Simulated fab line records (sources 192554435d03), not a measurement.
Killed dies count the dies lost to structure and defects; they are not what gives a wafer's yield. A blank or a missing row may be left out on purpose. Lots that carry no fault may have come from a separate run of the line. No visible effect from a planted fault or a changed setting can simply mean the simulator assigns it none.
Lot-split experiment || flow n5-finfet || 21 wafers read from 7 lots, route of 1938 steps

SPLIT DETAILS
At N5_PASSIVATION_EXPOSE_27 (exposes mask PAD, defocus 0 nm), the setting dose-mj was moved away from the recipe's 32.3 on 9 of the 21 wafers read, by -6.5% to +6.4%. This setting was run at the recipe's value on the other wafers.

FROM THE SPLIT TO THE READING: what the file shows between them, 3 steps
- N5_PASSIVATION_PEB_28
- N5_PASSIVATION_DEVELOP_29: develop time 60 s
- N5_PASSIVATION_HARDBAKE_31: time 120 s

THE READING
At N5_PASSIVATION_CD_MEAS_30: cd-nm in nanometres, against a target cd of 4000 nm. A value of 3999.9 nm with a standard deviation of 2.1 nm is what fault-free wafers of this fab line usually give.

{"wafer": "L075.1", "tool, chamber at the split": "krf-scanner-02, 0", "dose-mj as run": 32.3, "against the recipe": "recipe", "cd-nm, nm": 3999.3, "against lot-mates on the recipe": "-"}
{"wafer": "L075.2", "tool, chamber at the split": "krf-scanner-02, 0", "dose-mj as run": 32.3, "against the recipe": "recipe", "cd-nm, nm": 3997.0, "against lot-mates on the recipe": "-"}
{"wafer": "L075.6", "tool, chamber at the split": "krf-scanner-02, 0", "dose-mj as run": 32.3, "against the recipe": "recipe", "cd-nm, nm": 4000.1, "against lot-mates on the recipe": "-"}
{"wafer": "L078.1", "tool, chamber at the split": "krf-scanner-02, 0", "dose-mj as run": 33.22, "against the recipe": "+2.8%", "cd-nm, nm": 4004.8, "against lot-mates on the recipe": "+4.7"}
{"wafer": "L078.3", "tool, chamber at the split": "krf-scanner-02, 0", "dose-mj as run": 32.3, "against the recipe": "recipe", "cd-nm, nm": 4000.1, "against lot-mates on the recipe": "-"}
{"wafer": "L078.5", "tool, chamber at the split": "krf-scanner-02, 0", "dose-mj as run": 33.22, "against the recipe": "+2.8%", "cd-nm, nm": 4007.2, "against lot-mates on the recipe": "+7.1"}
{"wafer": "L079.1", "tool, chamber at the split": "krf-scanner-01, 0", "dose-mj as run": 32.3, "against the recipe": "recipe", "cd-nm, nm": 3999.9, "against lot-mates on the recipe": "-"}
{"wafer": "L079.3", "tool, chamber at the split": "krf-scanner-01, 0", "dose-mj as run": 32.3, "against the recipe": "recipe", "cd-nm, nm": 3997.0, "against lot-mates on the recipe": "-"}
{"wafer": "L079.6", "tool, chamber at the split": "krf-scanner-01, 0", "dose-mj as run": 34.01, "against the recipe": "+5.3%", "cd-nm, nm": 4011.0, "against lot-mates on the recipe": "+12.6"}
{"wafer": "L081.4", "tool, chamber at the split": "krf-scanner-02, 0", "dose-mj as run": 30.62, "against the recipe": "-5.2%", "cd-nm, nm": 3991.2, "against lot-mates on the recipe": -6.2}
{"wafer": "L081.5", "tool, chamber at the split": "krf-scanner-02, 0", "dose-mj as run": 32.3, "against the recipe": "recipe", "cd-nm, nm": 3997.4, "against lot-mates on the recipe": "-"}
{"wafer": "L081.6", "tool, chamber at the split": "krf-scanner-02, 0", "dose-mj as run": 30.62, "against the recipe": "-5.2%", "cd-nm, nm": 3991.9, "against lot-mates on the recipe": -5.5}
{"wafer": "L086.2", "tool, chamber at the split": "krf-scanner-02, 0", "dose-mj as run": 30.2, "against the recipe": "-6.5%", "cd-nm, nm": 3984.9, "against lot-mates on the recipe": -13.7}
{"wafer": "L086.3", "tool, chamber at the split": "krf-scanner-02, 0", "dose-mj as run": 30.2, "against the recipe": "-6.5%", "cd-nm, nm": 3989.3, "against lot-mates on the recipe": -9.3}
{"wafer": "L086.4", "tool, chamber at the split": "krf-scanner-02, 0", "dose-mj as run": 32.3, "against the recipe": "recipe", "cd-nm, nm": 3998.6, "against lot-mates on the recipe": "-"}
{"wafer": "L089.2", "tool, chamber at the split": "krf-scanner-02, 0", "dose-mj as run": 32.3, "against the recipe": "recipe", "cd-nm, nm": 4000.6, "against lot-mates on the recipe": "-"}
{"wafer": "L089.3", "tool, chamber at the split": "krf-scanner-02, 0", "dose-mj as run": 34.36, "against the recipe": "+6.4%", "cd-nm, nm": 4012.4, "against lot-mates on the recipe": "+11.7"}
{"wafer": "L089.6", "tool, chamber at the split": "krf-scanner-02, 0", "dose-mj as run": 32.3, "against the recipe": "recipe", "cd-nm, nm": 4000.8, "against lot-mates on the recipe": "-"}
{"wafer": "L090.1", "tool, chamber at the split": "krf-scanner-02, 0", "dose-mj as run": 32.3, "against the recipe": "recipe", "cd-nm, nm": 4001.8, "against lot-mates on the recipe": "-"}
{"wafer": "L090.4", "tool, chamber at the split": "krf-scanner-02, 0", "dose-mj as run": 32.3, "against the recipe": "recipe", "cd-nm, nm": 3998.7, "against lot-mates on the recipe": "-"}
{"wafer": "L090.5", "tool, chamber at the split": "krf-scanner-02, 0", "dose-mj as run": 33.31, "against the recipe": "+3.1%", "cd-nm, nm": 4005.3, "against lot-mates on the recipe": "+5.1"}

THE FIT
A straight line over all 21 wafers: cd-nm changes by +1.9 nm for each +1% of dose-mj; r = +0.97; the points scatter about the line by 1.6 nm.
The same after taking each lot's own level away (the mean of its wafers on the recipe; 21 wafers): +1.72 nm for each +1%; r = +0.96; scatter 1.7 nm.
The reading moves by 11 nm for the largest change in dose-mj, on that fit.
Measured against the standard deviation above, the lots' own levels, which go from 3997.40 to 4000.70 nm, span 1.6 times it.
So the slope is not independent of the lot-to-lot level: the two fits are not the same.
Check: with one of the wafers moved furthest among these (-6.5%) left out of the fit, the line predicts -9.81 nm for it against its lot-mates. Against them it came out at -13.7 nm.

FURTHER SPLITS ON THESE WAFERS
Note: prior to the reading, these wafers also went through further splits. Each is held against what the fit with the lots' levels taken away leaves over:
{"other split on the same wafers": "N5_BEOL_M9_SURFACE_TREAT_79 time-s", "wafers away from the commonest value": "as run: not given for these wafers", "r with cd-nm (lot level and that fit taken away)": "-"}
{"other split on the same wafers": "N5_BEOL_M10_TRENCH_ETCH_37 bias-w", "wafers away from the commonest value": 6, "r with cd-nm (lot level and that fit taken away)": -0.05}
{"other split on the same wafers": "N5_BEOL_M10_ETCH_41 source-w", "wafers away from the commonest value": 8, "r with cd-nm (lot level and that fit taken away)": "+0.03"}
{"other split on the same wafers": "N5_BEOL_M12_SPUTTER_44 time-s", "wafers away from the commonest value": 5, "r with cd-nm (lot level and that fit taken away)": "+0.04"}
{"other split on the same wafers": "N5_BEOL_M13_CMP_49 down-force-psi", "wafers away from the commonest value": 7, "r with cd-nm (lot level and that fit taken away)": "+0.07"}
{"other split on the same wafers": "N5_BEOL_M14_COAT_04 spin-rpm", "wafers away from the commonest value": 7, "r with cd-nm (lot level and that fit taken away)": "+0.03"}
{"other split on the same wafers": "N5_BEOL_M14_SPUTTER_43 power-w", "wafers away from the commonest value": 7, "r with cd-nm (lot level and that fit taken away)": "+0.04"}

FILE'S OWN FIT
cd-nm changes by +1.79 nm for each +1% of dose-mj, r = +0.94.
